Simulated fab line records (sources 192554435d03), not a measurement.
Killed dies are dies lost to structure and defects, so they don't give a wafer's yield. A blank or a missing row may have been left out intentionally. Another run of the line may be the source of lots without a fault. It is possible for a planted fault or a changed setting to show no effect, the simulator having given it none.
One fault seen from 2 desks -- flow n5_finfet -- only its own numbers are on each desk; what lay behind them is given at the end

== TOOL OWNER'S DESK, ald_metal-03 ==
The tool's own readings at N5_HKMG_FIN_PWFM_ALD_03 (deposits TiN, target thk 2 nm, pulse time 1 s, purge time 3 s): means of the sampled wafers that have a number, for each lot that ran on this tool. A lot is out of limits, marked OUT, if its mean lies more than 4 standard deviations from the usual mean; the brackets give that distance.
Columns: A = heater_power_w at N5_HKMG_FIN_PWFM_ALD_03, usual 870 W; B = precursor_pulse_height_rel at N5_HKMG_FIN_PWFM_ALD_03, usual 0.999
lot,first seen here,A,B
L250,day 4 11:50,834,0.986
L256,day 6 03:58,867,1.008
L257,day 6 06:22,889,0.987
L265,day 8 03:47,885,1.003
L270,day 9 09:47,837,0.969
This desk's verdict: no lot among the 5 shows anything out of limits.

== AT THE METROLOGY DESK ==
What the gauges read for every lot (on any tool): the sampled wafers with a number, averaged. A lot is out of limits, marked OUT, if its mean lies more than 4 standard deviations from the usual mean; the brackets give that distance. Of its 15 readings 7 are shown: the one that was out of limits first, and those that lie furthest out on some lot.
Columns: A = IOFF_P at N5_BEOL_M4_RC_MEAS_101, usual 0.209 nA/um; B = IOFF_P_LIN at N5_BEOL_M4_RC_MEAS_101, usual 0.100 nA/um; C = IOFF_P_LONG at N5_BEOL_M4_RC_MEAS_101, usual 0.000107 nA/um; D = ION_P at N5_BEOL_M4_RC_MEAS_101, usual 462 uA/um; E = VT_P at N5_BEOL_M4_RC_MEAS_101, usual -249.9 mV; F = VT_P_LONG at N5_BEOL_M4_RC_MEAS_101, usual -275.2 mV; G = VT_P_LVT at N5_BEOL_M4_RC_MEAS_101, usual -99.0 mV
lot,first seen here,A,B,C,D,E,F,G
L250,day 8 08:17,0.221,0.104,0.000105,465,-249.3,-275.0,-97.2
L253,day 8 17:25,0.172,0.086,0.000100,455,-255.1,-278.9,-101.0
L254,day 9 04:35,0.258,0.122,0.000131,468,-244.9,-267.8,-94.1
L257,day 9 14:19,0.209,0.102,0.000104,463,-249.6,-274.3,-97.0
L256,day 9 19:53,0.168,0.084,0.000097,455,-254.2,-278.4,-102.8
L265,day 11 16:43,0.058 (-5.6) OUT,0.028 (-7.2) OUT,0.000051 (-6.3) OUT,406 (-11) OUT,-285.4 (-13) OUT,-310.5 (-12) OUT,-134.1 (-15) OUT
L270,day 12 20:45,0.164,0.078,0.000095,446,-262.4 (-4.5) OUT,-285.3,-111.3 (-5.1) OUT
L272,day 13 22:22,0.199,0.099,0.000108,462,-247.7,-275.5,-100.5
This desk finds L265, L270 out of limits, with the earliest case on L265 at day 11 16:43 (IOFF_P at N5_BEOL_M4_RC_MEAS_101). L250, L253, L254, L257, L256, L272: within limits.

== TAKEN TOGETHER ==
An alarm was possible from the metrology desk at day 11 16:43, on L265, L270.
The tool owner's desk saw nothing out of limits.
On record at the tool owner's desk: L265, L270, within its limits.
On ald_metal-03, each named lot ran N5_HKMG_FIN_PWFM_ALD_03.

== WHAT WAS PUT IN BY THE SIMULATOR ==
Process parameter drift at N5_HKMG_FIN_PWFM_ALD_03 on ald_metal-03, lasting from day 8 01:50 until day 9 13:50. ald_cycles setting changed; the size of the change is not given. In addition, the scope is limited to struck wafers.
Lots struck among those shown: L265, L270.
Time in hours between the start of the fault and the first out-of-limits reading at each desk: metrology desk, 87.
